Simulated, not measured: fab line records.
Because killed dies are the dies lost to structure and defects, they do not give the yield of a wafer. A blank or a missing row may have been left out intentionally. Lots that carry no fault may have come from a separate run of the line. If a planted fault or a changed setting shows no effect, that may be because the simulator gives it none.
Which of the tools did it? :: flow nandHarc :: Sampling: 6 lots, 18 wafers, 5 of 1159 route steps

WHAT EACH GAUGE READ, for each wafer
NHARC_P_CONTACT_CD_MEAS_12 targets a cd of 90 nm.
lot: L992
measured: day 6 15:07
on: cdSem-01
cdNm (nm): 89.7 90.6 90.5

lot: L993
measured: day 6 20:56
on: cdSem-03
cdNm (nm): 78.5 79.9 80.0

lot: L995
measured: day 7 09:42
on: cdSem-01
cdNm (nm): 91.0 91.4 90.5

lot: L104
measured: day 9 15:49
on: cdSem-03
cdNm (nm): 91.3 90.1 91.4

lot: L107
measured: day 10 10:11
on: cdSem-01
cdNm (nm): 90.2 90.0 88.7

lot: L111
measured: day 11 01:45
on: cdSem-02
cdNm (nm): 90.8 90.2 90.1

TOOL THAT RAN EACH LOT (tool first, then ch and the chambers of the sampled wafers, then the start)
lot: L992
NHARC_P_GATE_STRIP_76: plasmaAsher-01 ch 0, day 6 09:29
NHARC_P_GATE_STRIP_95: plasmaAsher-01 ch 0,1, day 6 11:39
NHARC_P_CONTACT_DEP_30: pecvd-04 ch 1,2, day 6 13:42
NHARC_P_CONTACT_EXPOSE_09: arfiScanner-03 ch 0, day 6 14:58

lot: L993
NHARC_P_GATE_STRIP_76: plasmaAsher-01 ch 0,1, day 6 15:28
NHARC_P_GATE_STRIP_95: plasmaAsher-01 ch 0,1, day 6 17:37
NHARC_P_CONTACT_DEP_30: pecvd-01 ch 0,1,2, day 6 19:36
NHARC_P_CONTACT_EXPOSE_09: arfiScanner-01 ch 0, day 6 20:48

lot: L995
NHARC_P_GATE_STRIP_76: plasmaAsher-02 ch 0,1, day 7 03:29
NHARC_P_GATE_STRIP_95: plasmaAsher-02 ch 0,1, day 7 06:11
NHARC_P_CONTACT_DEP_30: pecvd-03 ch 1,2, day 7 08:10
NHARC_P_CONTACT_EXPOSE_09: arfiScanner-03 ch 0, day 7 09:34

lot: L104
NHARC_P_GATE_STRIP_76: plasmaAsher-02 ch 0,1, day 9 10:17
NHARC_P_GATE_STRIP_95: plasmaAsher-02 ch 0,1, day 9 12:29
NHARC_P_CONTACT_DEP_30: pecvd-03 ch 1,2, day 9 14:28
NHARC_P_CONTACT_EXPOSE_09: arfiScanner-02 ch 0, day 9 15:40

lot: L107
NHARC_P_GATE_STRIP_76: plasmaAsher-01 ch 0,1, day 10 04:35
NHARC_P_GATE_STRIP_95: plasmaAsher-02 ch 0,1, day 10 06:46
NHARC_P_CONTACT_DEP_30: pecvd-04 ch 1,2, day 10 08:46
NHARC_P_CONTACT_EXPOSE_09: arfiScanner-01 ch 0, day 10 10:03

lot: L111
NHARC_P_GATE_STRIP_76: plasmaAsher-02 ch 0,1, day 10 19:57
NHARC_P_GATE_STRIP_95: plasmaAsher-02 ch 0,1, day 10 22:10
NHARC_P_CONTACT_DEP_30: pecvd-03 ch 0,1,2, day 11 00:12
NHARC_P_CONTACT_EXPOSE_09: arfiScanner-01 ch 0, day 11 01:36
- NHARC_P_GATE_STRIP_76: strips in O2.
- NHARC_P_GATE_STRIP_95: strips in O2.
- NHARC_P_CONTACT_DEP_30: deposits SiNx, target thk 30 nm.
- NHARC_P_CONTACT_EXPOSE_09: exposes mask P CA, target cd 90 nm.

THE ANSWER, worked out from the rows above alone
Rule: the lots themselves supply what counts as usual. Put in order of their means at a reading, lots are off if they are a third of the lots or fewer, leave a main group of 4 or more, and stand apart from it by a gap of 3 or more times the standard deviation of the main group's means; of several such gaps the widest counts. A main group whose means are all the same, to the digits that the tables above print for the reading, isn't used. A lot without any number at a reading at which 4 lots or more have one is off too. The other lots that the step has rows for count as sound.
Off: L993, at NHARC_P_CONTACT_CD_MEAS_12 (cdNm). Main group: mean 90.4 nm, sd 0.49.
If a tool, at a process step before that reading, ran all the lots that are off and no sound lot after the first of them, it fits. Those tools and the gauges at NHARC_P_CONTACT_CD_MEAS_12 are tried in the same way. Can't be told from this: 2 tools fit, plasmaAsher-01 at NHARC_P_GATE_STRIP_95, pecvd-01 at NHARC_P_CONTACT_DEP_30.

WHAT THE SIMULATOR HAD PUT IN
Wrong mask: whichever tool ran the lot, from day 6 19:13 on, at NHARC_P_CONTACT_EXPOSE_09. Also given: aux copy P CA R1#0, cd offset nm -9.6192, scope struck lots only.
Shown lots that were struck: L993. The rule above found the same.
